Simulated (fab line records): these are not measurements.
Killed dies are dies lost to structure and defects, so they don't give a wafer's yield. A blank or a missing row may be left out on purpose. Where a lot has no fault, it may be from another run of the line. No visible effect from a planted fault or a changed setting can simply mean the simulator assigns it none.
Which tool was responsible? ; flow n5Finfet ; Sampling: 24 lots, 72 wafers, 4 of 1938 route steps

## WHAT EACH GAUGE READ, for each wafer
N5_BEOL_M1_CD_MEAS_11: target cd 17.05 nm.
lot;measured;on;cdNm (nm)
L074;day 6 05:34;cdSem-02;17.33 16.85 17.10
L076;day 6 14:36;cdSem-02;16.84 17.34 16.93
L075;day 6 17:14;cdSem-03;17.07 16.90 16.96
L077;day 6 18:11;cdSem-01;16.53 17.15 17.01
L078;day 6 21:35;cdSem-02;17.32 17.40 17.35
L079;day 7 08:20;cdSem-01;16.97 17.18 16.81
L080;day 7 17:14;cdSem-03;17.08 17.06 17.15
L081;day 7 22:41;cdSem-03;17.05 17.33 17.42
L082;day 7 22:47;cdSem-03;16.89 17.34 16.87
L083;day 8 05:22;cdSem-01;17.13 17.35 16.93
L084;day 8 19:56;cdSem-03;17.15 16.98 16.94
L085;day 8 20:23;cdSem-01;17.54 17.36 16.93
L086;day 9 16:07;cdSem-03;16.87 16.91 16.74
L088;day 9 16:26;cdSem-02;17.14 17.05 17.19
L087;day 9 23:31;cdSem-02;16.82 16.69 17.05
L089;day 10 00:16;cdSem-01;17.07 16.88 17.43
L090;day 10 02:31;cdSem-01;17.45 17.03 17.34
L091;day 10 04:55;cdSem-03;17.04 16.99 17.56
L093;day 10 21:09;cdSem-01;17.10 16.93 17.09
L092;day 11 00:53;cdSem-02;16.32 16.84 16.72
L094;day 11 01:08;cdSem-02;17.01 16.98 16.85
L095;day 11 07:45;cdSem-03;17.37 16.74 17.39
L096;day 11 17:20;cdSem-03;16.82 17.14 16.74
L097;day 12 02:43;cdSem-01;16.79 17.46 17.01

## TOOL THAT RAN EACH LOT (tool first, then ch and the chambers of the sampled wafers, then the start)
lot;N5_BEOL_M0_STRIP_142;N5_BEOL_M0_PRE_CLEAN_113;N5_BEOL_M1_HM_DEP_02
L074;rieDiel-03 ch 1,2,3, day 6 00:54;pvdSputter-01, day 6 01:52;pvdSputter-01, day 6 05:11
L076;rieDiel-02 ch 1,3, day 6 09:03;pvdSputter-03, day 6 10:36;pvdSputter-01, day 6 14:05
L075;rieDiel-04 ch 0,2,3, day 6 10:53;pvdSputter-03, day 6 13:22;pvdSputter-02, day 6 16:50
L077;rieDiel-02 ch 1,2,3, day 6 13:34;pvdSputter-03, day 6 14:31;pvdSputter-02, day 6 17:40
L078;rieDiel-02 ch 1,2,3, day 6 17:22;pvdSputter-02, day 6 17:48;pvdSputter-02, day 6 21:04
L079;rieDiel-03 ch 0,2,3, day 7 02:21;pvdSputter-02, day 7 04:28;pvdSputter-03, day 7 07:49
L080;rieDiel-03 ch 0,2,3, day 7 11:51;pvdSputter-03, day 7 13:54;pvdSputter-02, day 7 16:50
L081;rieDiel-02 ch 1,2, day 7 17:20;pvdSputter-03, day 7 18:01;pvdSputter-03, day 7 22:17
L082;rieDiel-03 ch 0,2,3, day 7 17:32;pvdSputter-02, day 7 18:07;pvdSputter-03, day 7 22:23
L083;rieDiel-03 ch 2,3, day 7 23:59;pvdSputter-02, day 8 00:26;pvdSputter-01, day 8 04:58
L084;rieDiel-02 ch 0,2, day 8 12:38;pvdSputter-03, day 8 13:31;pvdSputter-02, day 8 19:32
L085;rieDiel-02 ch 1,2, day 8 12:44;pvdSputter-03, day 8 13:45;pvdSputter-01, day 8 19:52
L086;rieDiel-02 ch 0,1, day 9 12:19;pvdSputter-01, day 9 13:17;pvdSputter-01, day 9 15:43
L088;rieDiel-02 ch 1,2,3, day 9 12:30;pvdSputter-01, day 9 13:22;pvdSputter-01, day 9 16:03
L087;rieDiel-02 ch 0,1, day 9 17:42;pvdSputter-02, day 9 18:20;pvdSputter-03, day 9 22:59
L089;rieDiel-04 ch 0,2, day 9 20:22;pvdSputter-01, day 9 21:04;pvdSputter-03, day 9 23:52
L090;rieDiel-02 ch 1,3, day 9 22:50;pvdSputter-02, day 9 23:46;pvdSputter-03, day 10 02:06
L091;rieDiel-04 ch 0,1, day 9 23:18;pvdSputter-03, day 9 23:49;pvdSputter-01, day 10 04:24
L093;rieDiel-02 ch 0,2,3, day 10 13:25;pvdSputter-01, day 10 14:01;pvdSputter-01, day 10 20:46
L092;rieDiel-02 ch 1,2,3, day 10 19:10;pvdSputter-01, day 10 19:46;pvdSputter-02, day 11 00:23
L094;rieDiel-03 ch 0,3, day 10 19:22;pvdSputter-02, day 10 20:07;pvdSputter-02, day 11 00:44
L095;rieDiel-03 ch 1,2,3, day 11 03:50;pvdSputter-02, day 11 04:26;pvdSputter-03, day 11 07:22
L096;rieDiel-03 ch 0,1,2, day 11 11:47;pvdSputter-01, day 11 13:11;pvdSputter-01, day 11 16:49
L097;rieDiel-02 ch 0,2,3, day 11 20:17;pvdSputter-03, day 11 21:36;pvdSputter-03, day 12 02:20
- N5_BEOL_M0_STRIP_142: strips in N2/H2, time 10 s.
- N5_BEOL_M0_PRE_CLEAN_113: time 30 s.
- N5_BEOL_M1_HM_DEP_02: deposits TiN, target thk 20 nm.

## WHAT THE TOOLS THEMSELVES READ (means of the sampled wafers that have a number; where no wafer has one, the mark that the record gives instead)
N5_BEOL_M0_STRIP_142.
lot;tool;drypumpMotorCurrentA (A);oesProductAu (a.u.);rfVppV (V);showerheadPlenumPTorr (Torr);throttleValvePct (%)
L074;rieDiel-03;5.5;0.79;58.1;2.48;23.81
L076;rieDiel-02;5.9;0.76;59.0;2.43;23.82
L075;rieDiel-04;5.9;0.79;58.9;2.55;23.77
L077;rieDiel-02;5.9;0.84;58.4;2.45;23.78
L078;rieDiel-02;5.9;0.83;58.6;2.45;23.78
L079;rieDiel-03;5.5;0.87;58.8;2.47;23.60
L080;rieDiel-03;5.5;0.85;58.3;2.46;23.61
L081;rieDiel-02;6.3;0.89;58.7;2.48;23.59
L082;rieDiel-03;5.4;0.85;59.2;2.46;23.62
L083;rieDiel-03;5.6;0.83;59.6;2.46;23.65
L084;rieDiel-02;5.6;0.92;58.6;2.56;23.77
L085;rieDiel-02;5.9;0.87;59.5;2.47;23.75
L086;rieDiel-02;6.3;0.89;60.2;2.51;23.54
L088;rieDiel-02;5.9;0.89;58.8;2.55;23.65
L087;rieDiel-02;6.4;0.88;58.8;2.51;23.54
L089;rieDiel-04;5.5;0.81;58.5;2.48;23.82
L090;rieDiel-02;5.9;0.90;60.0;2.63;23.54
L091;rieDiel-04;5.4;0.82;57.7;2.45;23.93
L093;rieDiel-02;5.5;0.88;59.3;2.59;23.76
L092;rieDiel-02;5.9;0.86;58.9;2.55;23.67
L094;rieDiel-03;5.3;0.76;59.6;2.43;23.70
L095;rieDiel-03;5.5;0.81;57.6;2.46;23.75
L096;rieDiel-03;5.6;0.88;58.5;2.48;23.68
L097;rieDiel-02;5.6;0.87;58.4;2.59;23.77

N5_BEOL_M0_PRE_CLEAN_113.
lot;tool;heaterPowerW (W)
L074;pvdSputter-01;334
L076;pvdSputter-03;321
L075;pvdSputter-03;295
L077;pvdSputter-03;302
L078;pvdSputter-02;320
L079;pvdSputter-02;337
L080;pvdSputter-03;327
L081;pvdSputter-03;326
L082;pvdSputter-02;331
L083;pvdSputter-02;313
L084;pvdSputter-03;294
L085;pvdSputter-03;278
L086;pvdSputter-01;366
L088;pvdSputter-01;384
L087;pvdSputter-02;344
L089;pvdSputter-01;359
L090;pvdSputter-02;324
L091;pvdSputter-03;322
L093;pvdSputter-01;357
L092;pvdSputter-01;377
L094;pvdSputter-02;329
L095;pvdSputter-02;333
L096;pvdSputter-01;374
L097;pvdSputter-03;298

N5_BEOL_M1_HM_DEP_02.
lot;tool;throttleValvePct (%)
L074;pvdSputter-01;29.8
L076;pvdSputter-01;29.8
L075;pvdSputter-02;29.3
L077;pvdSputter-02;29.9
L078;pvdSputter-02;29.1
L079;pvdSputter-03;30.4
L080;pvdSputter-02;29.5
L081;pvdSputter-03;30.5
L082;pvdSputter-03;30.6
L083;pvdSputter-01;29.2
L084;pvdSputter-02;29.7
L085;pvdSputter-01;30.9
L086;pvdSputter-01;29.7
L088;pvdSputter-01;29.8
L087;pvdSputter-03;30.8
L089;pvdSputter-03;30.4
L090;pvdSputter-03;30.5
L091;pvdSputter-01;29.9
L093;pvdSputter-01;29.3
L092;pvdSputter-02;29.9
L094;pvdSputter-02;29.6
L095;pvdSputter-03;29.9
L096;pvdSputter-01;29.2
L097;pvdSputter-03;29.9

## THE ANSWER, worked out from the rows above alone
Rule: the lots themselves supply what counts as usual. The widest of any qualifying gaps counts: lots, ordered by their means at a reading, are off when they make up no more than a third of the lots, leave a main group of 4 or more, and stand apart from it by 3 or more times the standard deviation of that group's means. A main group is skipped when, at the precision printed for the reading in the tables above, its means are all equal. A lot without any number at a reading at which 4 lots or more have one is off too. Where the step has rows for the other lots, those lots are counted as sound. After the gauges, taken in route order, come the tools' own readings; for these a lot's mean is taken, as printed above. The first step at which some lot is off is used, and at that step the reading that is off furthest; a lot without a number counts as furthest.
No lot is off at any reading shown: from this, nothing can be told.

## WHAT THE SIMULATOR PUT IN
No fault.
